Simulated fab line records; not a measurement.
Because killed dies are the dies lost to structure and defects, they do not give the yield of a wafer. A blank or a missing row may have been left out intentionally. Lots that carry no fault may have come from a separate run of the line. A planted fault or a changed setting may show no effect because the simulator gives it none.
Chamber matching | flow n5 finfet | 3 sister chambers for N5_BEOL_M12_DEP_53 on pecvd-02
The step deposits SiCN from 3MS/NH3, target thk 30 nm, time 10.5 s. 6 wafers are shown with their chamber, then 8 later ones without.

== WAFERS, EACH WITH ITS CHAMBER ==
wafer  | chamber | throttle valve pct (%) | showerhead plenum p Torr (Torr)
L085.3 | 1       | 18.1                   | 4.167
L085.5 | 2       | 17.4                   | 4.149
L093.1 | 2       | 17.6                   | 4.157
L093.2 | 0       | 17.2                   | 4.166
L093.3 | 1       | 17.9                   | 4.169
L093.4 | 0       | 17.0                   | 4.174

== WAFERS MISSING THEIR CHAMBER ==
wafer  | throttle valve pct (%) | showerhead plenum p Torr (Torr)
L093.5 | 18.1                   | 4.158
L093.6 | 18.1                   | 4.150
L094.2 | 16.8                   | 4.159
L094.3 | 18.0                   | 4.142
L094.6 | 17.9                   | 4.165
L096.4 | 17.9                   | 4.151
L096.5 | 18.1                   | 4.138
L096.6 | 17.2                   | 4.157

== THE CHAMBER EACH PASSED THROUGH ==
wafer  | from the rows above     | in truth
L093.5 | 1                       | 1
L093.6 | can't be placed: 1 or 2 | 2
L094.2 | can't be placed: 0 or 2 | 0
L094.3 | can't be placed: 2 or 1 | 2
L094.6 | 1                       | 1
L096.4 | can't be placed: 2 or 1 | 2
L096.5 | can't be placed: 2 or 1 | 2
L096.6 | can't be placed: 2 or 0 | 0
Placed correctly: 2 of 8. Unplaceable from these rows: 6, with the true chamber sitting among the candidates in 6. 0 placed wrongly.
How it was worked out, from the rows above alone: a wafer's distance from a chamber is the root of the sum, over the readings, of the square of ((its reading less the chamber's mean) divided by the reading's scatter). If the next closest chamber is less than 2 further off than the closest, the wafer can't be placed; otherwise it belongs to the closest. A chamber's mean is the mean of its shown wafers. How the scatter is found: for the shown wafers, subtract from each reading the mean of its chamber, square and add these, divide the total by (wafers less chambers), then take the root.
